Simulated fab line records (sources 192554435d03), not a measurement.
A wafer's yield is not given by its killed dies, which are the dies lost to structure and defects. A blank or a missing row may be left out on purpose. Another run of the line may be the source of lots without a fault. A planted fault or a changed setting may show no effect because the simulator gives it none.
fab line records	flow n5-finfet
record lots=4	wafers=12	last-day=18
route steps=1938 shown BEOL_M6@1230 PASSIVATION@1936
lots that met no fault: from a run of the same line without faults
start-h: hours from the record's first day to the start of the lot's first wafer shown	wait-h: hours elapsed since this lot's preceding step	" unchanged from the row above	L1.1+2: a row that stands for several wafers	- either no value or no given start	* or withheld: withheld	< > ~ a bound
route shown NAME@n: names a module that has steps shown in the file, with the first one's number in the route	usual: average and standard deviation across the fault-free wafers	same: alike in all rows	chamber/n: place in a boat	sites: per-site readings	_std_site: how widely they spread, as a standard deviation	_edge_site: outer sites' mean less inner sites'	radius-mm: for every site, how far away it sits from the centre of the wafer	mask NAME#n: copy n	behind: the most recent tool/chamber to have shaped the wafer	hold: cause of the lot's hold/its duration in hours/its outcome	device: which transistor (n, p or np) failed to switch	end of line: at the end of the route, the tests of the same wafers	a step given without rows: its recipe and nothing more	killed: not the wafer's yield, but the dies lost to structure and defects at the first sort	map: dies across one wafer; x = killed, . = not, _ = none there
set.NAME: the setting that was run; set.NAME@STEP: the one run at that earlier step	model.NAME: the simulator's own value behind a step, which no gauge read
lots seen at some steps along the route; tables by step, rows by wafer
services: the hour from which a tool's chamber was out of use, counted from the record's first day as start-h (under 0 if before that day), plus the number of hours and why
## steps
# step N5_BEOL_M6_DESCUM_33
# recipe chemistry=O2	time-s=7	source-power-w=50	bias-power-w=20	pressure-mtorr=20	rf-frequency-hz=2.712e+07	temp-c=40	resist=CAR-EUV	o2-flow-sccm=225
# step N5_BEOL_M6_ETCH_72
# recipe chemistry=N2/H2	target=underlayer	target-depth-a=65	mask-material=CAR-EUV	time-s=5.2	ion-energy-ev=200	pressure-mtorr=30	source-w=840	bias-w=150	n2-flow-sccm=200	h2-flow-sccm=200	ends=cleared
# step N5_BEOL_M6_ETCH_65
# recipe chemistry=CF4	target=SiARC	target-depth-a=156	mask-material=CAR-EUV	time-s=26	ion-energy-ev=80	pressure-mtorr=40	source-w=545	bias-w=36	Ar_flow_sccm=100	cf4-flow-sccm=100	ends=cleared
# step N5_BEOL_M6_ETCH_66
# recipe chemistry=N2/H2	target=SOC	target-depth-a=800	overetch-a=160	mask-material=SiARC	temp-c=40	time-s=120	ion-energy-ev=200	pressure-mtorr=30	source-w=840	bias-w=150	n2-flow-sccm=200	h2-flow-sccm=200
# step N5_BEOL_M6_STRIP_69
# recipe chemistry=N2/H2	temp-c=40	n2-flow-sccm=200	h2-flow-sccm=200	rf-frequency-hz=6e+07
# step N5_BEOL_M6_STRIP_73
# recipe chemistry=N2/H2	temp-c=40	n2-flow-sccm=200	h2-flow-sccm=200	rf-frequency-hz=6e+07
# step N5_BEOL_M6_VIA_ETCH_34
# recipe chemistry=C4F6/O2	target=SiCOH_lowk	target-depth-a=1263	mask-material=SOC	taper-deg=4	time-s=50.9	ion-energy-ev=250	pressure-mtorr=30	source-w=345	bias-w=185	Ar_flow_sccm=300	C4F6_flow_sccm=10	O2_flow_sccm=10
# step N5_BEOL_M6_STRIP_76
# recipe chemistry=C4F6/O2	resist=SiARC	rf-frequency-hz=6e+07
# step N5_BEOL_M6_STRIP_36
# recipe chemistry=N2/H2	power-w=450	temp-c=40	pressure-mtorr=20	rf-frequency-hz=6e+07	overash-fraction=0.3	bias-power-w=7	h2-frac=0.5	n2-flow-sccm=200	h2-flow-sccm=200
# step N5_BEOL_M6_TRENCH_ETCH_37
# recipe chemistry=C4F6/O2	target-depth-a=944.35	target=SiCOH_lowk	time-s=31.5	ion-energy-ev=250	pressure-mtorr=30	source-w=345	bias-w=185	Ar_flow_sccm=300	C4F6_flow_sccm=10	O2_flow_sccm=10
# usual O2_flow_sccm=9.993/0.028	bias-w=185.1/0.5	drypump-motor-current-A=5.6/0.46	oes-product-au=0.81/0.077	rf-vpp-V=674/21	showerhead-plenum-p-Torr=2.86/0.082	throttle-valve-pct=20.79/0.29
lot.wafer	tool	chamber	start-h	wait-h	O2_flow_sccm	bias-w	drypump-motor-current-A	oes-product-au	rf-hours-counter-h	rf-vpp-V	showerhead-plenum-p-Torr	throttle-valve-pct	model.etch.depth-nm	model.BEOL_M6.feature-depth-nm	model.TiN_of_BEOL_M6_HM_DEP_02.thk-nm
L262.1	rie-diel-01	3	208.00	-	9.983	184.4	4.8	0.77	105	637	2.86	20.52	93.61	93.6	17.2
L262.5	"	2	"	"	10.023	185.4	5.6	0.89	-	665	2.91	20.93	97.65	97.6	17
L262.6	"	3	"	"	9.989	185.4	4.8	0.78	-	637	2.86	20.52	94.51	94.6	17.2
L271.3	rie-diel-01	3	274.72	-	10.008	129.5	4.8	0.70	131	479	2.85	20.53	84.51	84.6	18
L271.4	"	2	"	"	9.990	128.1	5.6	0.79	63	501	2.90	20.95	86.23	86.2	17.4
L271.6	"	3	"	"	9.962	129.3	4.8	0.69	-	479	2.85	20.55	83.97	84	17.8
L272.1	rie-diel-01	2	293.17	-	9.975	129.8	5.6	0.78	69	499	2.90	20.96	86.01	86	17.8
L272.3	"	0	"	"	9.982	129.5	5.6	0.65	218	528	2.93	20.85	83.07	83	18
L272.4	"	1	"	"	9.947	129.8	5.5	0.78	51	535	2.89	20.45	83.13	83.2	18
L280.1	rie-diel-02	0	345.84	-	9.967	184.1	6.2	0.84	73	664	2.75	21.07	96.55	96.6	16.8
L280.3	"	2	"	"	10.031	184.9	6.2	0.79	79	702	2.77	20.52	90.53	90.6	17
L280.6	"	2	"	"	9.970	186.0	6.1	0.79	-	703	2.77	20.50	89.28	89.2	17.2
# step N5_BEOL_M6_ETCH_41
# recipe chemistry=CH3F/O2	target=SiCN	target-depth-a=297	taper-deg=2	time-s=52	ion-energy-ev=120	mask-material=TiN	pressure-mtorr=30	source-w=395	bias-w=75	Ar_flow_sccm=150	CH3F_flow_sccm=30	O2_flow_sccm=20
# step N5_BEOL_M6_STRIP_80
# recipe chemistry=N2/H2	time-s=10	power-w=450	temp-c=40	pressure-mtorr=20	rf-frequency-hz=6e+07	bias-power-w=7	n2-flow-sccm=200	h2-flow-sccm=200
# step N5_BEOL_M6_OCD_MEAS_38
# usual trench-depth-nm=94.3/2.3
lot.wafer	tool	chamber	start-h	wait-h	trench-depth-nm
L262.1	ocd-01	-	208.15	-	93.9
L262.5	"	-	"	"	96.9
L262.6	"	-	"	"	94.4
L271.3	ocd-02	-	274.88	-	84.6
L271.4	"	-	"	"	86.4
L271.6	"	-	"	"	84.2
L272.1	ocd-01	-	293.32	-	85.5
L272.3	"	-	"	"	83.1
L272.4	"	-	"	"	83.2
L280.1	ocd-02	-	345.99	-	96.4
L280.3	"	-	"	"	90.5
L280.6	"	-	"	"	88.9
# step N5_BEOL_M6_HM_STRIP_39
# recipe chemistry=peroxide-tin-strip	material=TiN	target-depth-a=250	temp-c=50	time-s=158
# step N5_BEOL_M6_SRD_40
# recipe time-s=30	temp-c=23	rinse-liquid=diw	dry=ipa-marangoni
# step N5_BEOL_M6_PRECLEAN_42
# recipe chemistry=residue-remover	time-s=60	temp-c=40
# step N5_BEOL_M6_SRD_43
# recipe time-s=30	temp-c=23	rinse-liquid=diw	dry=ipa-marangoni
# step N5_BEOL_M6_CURE_75
# recipe temp-c=370	time-s=120	ambient=DMADMS/He	material=SiCOH_lowk
# step N5_BEOL_M6_DEGAS_44
# recipe ambient=vacuum	temp-c=250	time-s=60
# step N5_BEOL_M6_PRE_CLEAN_45
# recipe gas=H2/He	time-s=30	temp-c=250
# step N5_BEOL_M6_ALD_77
# recipe material=TaN	target-thk-a=20	temp-c=275	ald-precursor-family=PDMAT	ald-co-reactant=NH3	pressure-torr=3	carrier-flow-sccm=1500	pulse-time-s=2	purge-time-s=3	co-reactant-purge-time-s=2	co-reactant-pulse-time-s=3	ald-cycles=40	precursor-vessel-temp-c=75	precursor-vessel-pressure-torr=26.25	precursor-vessel-carrier-sccm=1000
# step N5_BEOL_M6_SURFACE_TREAT_79
# recipe gas=Ar	time-s=*	ion-energy-ev=*	ion-current-ma-cm2=0.5	pressure-mtorr=*	ar-flow-sccm=30
# step N5_BEOL_M6_CVD_78
# recipe material=Co	target-thk-a=20	temp-c=withheld	precursor=CCTBA/H2	pressure-torr=30	time-s=142.3
# step N5_BEOL_M6_SPUTTER_48
# recipe material=Cu	target-thk-a=100	temp-c=-20	bias-v=60	power-w=26000	chamber-pressure-pa=0.13	time-s=1.667
# step N5_BEOL_M6_ECD_50
# recipe material=Cu	target-thk-a=3000
# step N5_BEOL_M6_ANNEAL_51
# recipe temp-c=225	time-s=90	ambient=N2
# step N5_BEOL_M6_CMP_52
# recipe stop-on=SiCOH_lowk	t-overpolish-s=6.9	down-force-psi=1	platen-rpm=50	clearing-platen-down-force-psi=1.5	clearing-platen-rpm=50	post-cmp-clean=cu-alkaline	target-thk-nm=80	clearing-platen-pad-velocity-m-s=0.99484	pad-velocity-m-s=0.99484
# usual barrier-field-endpoint-s=29.1/0.79	edge-zone-pressure-frac=1.000/0.0055	motor-current-A=6.0/0.8	overpolish-run-s=6.900/0.0089	platen-rpm=50.00/0.034	time-to-endpoint-s=63/3.7
lot.wafer	tool	chamber	start-h	wait-h	barrier-field-endpoint-s	edge-zone-pressure-frac	motor-current-A	overpolish-run-s	platen-rpm	time-to-endpoint-s	model.Cu_of_BEOL_M6_ECD_50.thk-nm
L262.1	cmp-04	3	211.95	0.5	27.7	0.995	5.5	6.900	50.02	59	79
L262.5	"	3	"	"	28.0	1.009	5.4	6.909	50.01	58	83.6
L262.6	"	0	"	"	30.7	0.999	6.0	6.894	50.02	72	82.8
L271.3	cmp-03	1	276.80	0.2	29.9	1.008	6.5	6.890	49.97	67	70.6
L271.4	"	2	"	"	29.1	0.999	6.3	6.896	49.99	59	69.6
L271.6	"	0	"	"	29.7	1.002	5.7	6.915	50.08	60	68.6
L272.4	cmp-01	3	296.15	0.1	30.1	1.006	8.1	6.896	50.02	62	69.2
L272.1	"	1	"	"	29.3	1.002	6.3	6.885	50.02	60	70.6
L272.3	"	2	"	"	30.4	0.998	7.2	6.879	50.03	65	68.8
L280.1	cmp-01	2	348.21	0.3	30.6	1.007	7.4	6.899	49.97	69	83
L280.3	"	3	"	"	29.3	1.013	8.1	6.890	49.96	63	77
L280.6	"	3	"	"	29.3	1.007	8.0	6.904	49.96	63	75.4
# step N5_BEOL_M6_THK_MEAS_53
# recipe thk-meas-gauge=xrf	reads=Cu_of_BEOL_M6_ECD_50
# usual M6_THK=80.4/2.9
lot.wafer	tool	chamber	start-h	wait-h	M6_THK[nm]
L262.1	film-metro-01	-	212.25	-	79.3
L262.5	"	-	"	"	83.7
L262.6	"	-	"	"	83.3
L271.3	film-metro-02	-	277.02	-	70.5
L271.4	"	-	"	"	69.5
L271.6	"	-	"	"	68.7
L272.1	film-metro-01	-	296.44	-	71.6
L272.3	"	-	"	"	69.6
L272.4	"	-	"	"	70.1
L280.1	film-metro-02	-	348.50	-	83.3
L280.3	"	-	"	"	77.2
L280.6	"	-	"	"	75.8
# step N5_BEOL_M6_PRE_CLEAN_55
# recipe gas=NH3	time-s=15	temp-c=withheld	rf-power-w=300
# step N5_BEOL_M6_DEP_56
# recipe material=SiCN	target-thk-a=100	temp-c=withheld	precursor=3MS/NH3	pressure-torr=3	rf-w=202	time-s=17.5
# step N5_BEOL_M6_RS_MEAS_57
# recipe thk-meas-gauge=four-point-probe	reads=Cu_of_BEOL_M6_ECD_50+Co_of_BEOL_M6_CVD_78+TaN_of_BEOL_M6_ALD_77
# usual M6_RS=0.286/0.011
lot.wafer	tool	chamber	start-h	wait-h	M6_RS[ohm/sq]
L262.1	film-metro-02	-	212.38	0.1	0.290
L262.5	"	-	"	"	0.271
L262.6	"	-	"	"	0.274
L271.3	film-metro-02	-	277.15	0.1	0.332
L271.4	"	-	"	"	0.337
L271.6	"	-	"	"	0.343
L272.1	film-metro-02	-	296.60	0.1	0.331
L272.3	"	-	"	"	0.341
L272.4	"	-	"	"	0.339
L280.1	film-metro-01	-	348.63	0.1	0.274
L280.3	"	-	"	"	0.299
L280.6	"	-	"	"	0.306
# step N5_PASSIVATION_PROBE_49
# usual defect-limited-yield=91.5/1.5	killed_at_M0_to_M3=32/10	killed_at_M4_up=13/4.9	killed-at-contacts=13/6.1	killed-at-front-end=38/11	killed-at-other=3/3.2	killed-dies=101/18	killed-open=66/13	killed-short=32/8.3	sort_bin_5_function=5.0/1	sort_bin_6_memory=3.2/0.74	sort_bin_8_speed=0.1/1.1	sort-n-pass=1078/22
# same gross-dies=1180	killed-at-back-side=0	sort_bin_4_leakage[%]=0
lot.wafer	tool	chamber	start-h	wait-h	defect-limited-yield[%]	killed_at_M0_to_M3	killed_at_M4_up	killed-at-contacts	killed-at-front-end	killed-at-other	killed-dies	killed-open	killed-short	sort_bin_5_function[%]	sort_bin_6_memory[%]	sort_bin_8_speed[%]	sort-n-pass
L262.1	prober-02	-	299.34	0.0	91.9	34	13	15	32	2	96	61	32	5.2	2.7	0	1084
L262.5	prober-02	-	299.54	0.2	90.2	31	29	15	36	5	116	84	29	6.4	3.1	0	1064
L262.6	prober-02	-	299.59	0.3	89.7	32	11	28	47	3	121	86	32	6.3	3.7	0	1059
# killed by level:class
L262.1 FIN_SAQP:geometric-particle:open=18 MOL_CONTACT_COAG:geometric-particle:open=12 BEOL_M0_SAQP:geometric-particle:short=10 BEOL_M0_SAQP:geometric-particle:open=5 BEOL_M3:geometric-particle:short=5 BEOL_M4:geometric-particle:open=5 GATE_CUT:geometric-particle:short=4 BEOL_M1:geometric-particle:open=4
L262.5 FIN_SAQP:geometric-particle:open=16 MOL_CONTACT_COAG:geometric-particle:open=12 BEOL_M4:geometric-particle:open=11 BEOL_M0_SAQP:geometric-particle:short=10 BEOL_M2:geometric-particle:open=9 BEOL_M0_SAQP:geometric-particle:open=6 BEOL_M8:geometric-particle:open=4 PASS1_DEP:geometric-particle:open=4
L262.6 MOL_CONTACT_COAG:geometric-particle:open=21 FIN_SAQP:geometric-particle:open=17 STI_FIN_REVEAL:geometric-particle:open=9 MOL_CONTACT_COAG:geometric-particle:short=7 BEOL_M0_SAQP:geometric-particle:short=7 BEOL_M1:geometric-particle:open=6 BEOL_M2:geometric-particle:open=6 BEOL_M0_SAQP:geometric-particle:open=5
## services
tool	chamber	start-h	hours	kind
cmp-03	-	198.74	14.5	pm
cmp-01	-	214.55	4.0	pm
cmp-01	-	218.55	-	consumable-replace:conditioner
cmp-01	-	218.55	-	consumable-replace:pad
rie-diel-02	2	220.06	5.1	repair
cmp-03	-	223.03	0.7	repair
cmp-04	-	232.99	0.6	repair
rie-diel-02	-	236.00	4.0	repair
cmp-04	-	264.32	1.6	repair
cmp-04	-	273.48	12.2	repair
cmp-04	-	293.73	0.5	repair
cmp-03	-	297.10	5.3	pm
cmp-04	-	314.30	9.5	repair
cmp-03	-	317.68	3.0	repair
cmp-01	-	322.47	3.4	repair
cmp-04	-	323.82	4.4	pm
cmp-03	-	324.00	4.0	pm
rie-diel-01	1	325.21	10.6	repair
cmp-03	-	328.00	-	consumable-replace:conditioner
cmp-03	-	328.00	-	consumable-replace:pad
rie-diel-02	3	333.97	-	clean
rie-diel-02	3	333.97	-	consumable-replace:focus-ring
cmp-04	-	338.07	2.2	repair
cmp-03	-	347.20	8.2	pm
## key
first-sign step=N5_BEOL_M6_TRENCH_ETCH_37	reading=bias-w	direction=down	sigmas=99+	usual=*	struck=*
effect step=N5_BEOL_M6_TRENCH_ETCH_37	reading=rf-vpp-V	direction=down	sigmas=8	usual=674	struck=503
effect step=N5_BEOL_M6_OCD_MEAS_38	reading=trench-depth-nm	direction=down	sigmas=4.2	usual=94.3	struck=84.5
effect step=N5_BEOL_M6_THK_MEAS_53	reading=M6_THK	direction=down	sigmas=3.6	usual=80.4	struck=70.0
effect step=N5_BEOL_M6_RS_MEAS_57	reading=M6_RS	direction=up	sigmas=4.5	usual=0.286	struck=0.337
model-effect step=N5_BEOL_M6_TRENCH_ETCH_37	value=etch.depth-nm	without=94.38	struck=84.49
model-effect step=N5_BEOL_M6_CMP_52	value=Cu_of_BEOL_M6_ECD_50.thk-nm	without=79.5	struck=69.57
met-at N5_BEOL_M6_TRENCH_ETCH_37
struck-wafers L271.3,L271.4,L271.6,L272.1,L272.3,L272.4
rows-end L272.1,L272.3,L272.4
onset-between 208.00 274.72
fault kind=process-parameter-drift	tool=rie-diel-01	chamber=-	onset-h=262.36	steps=N5_BEOL_M6_TRENCH_ETCH_37	channel=bias-w	offset=*	shape=step	end-h=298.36	acts-in=*	stated=*
# rows-end: these wafers met a further fault down the route, and their rows from its step on are left out
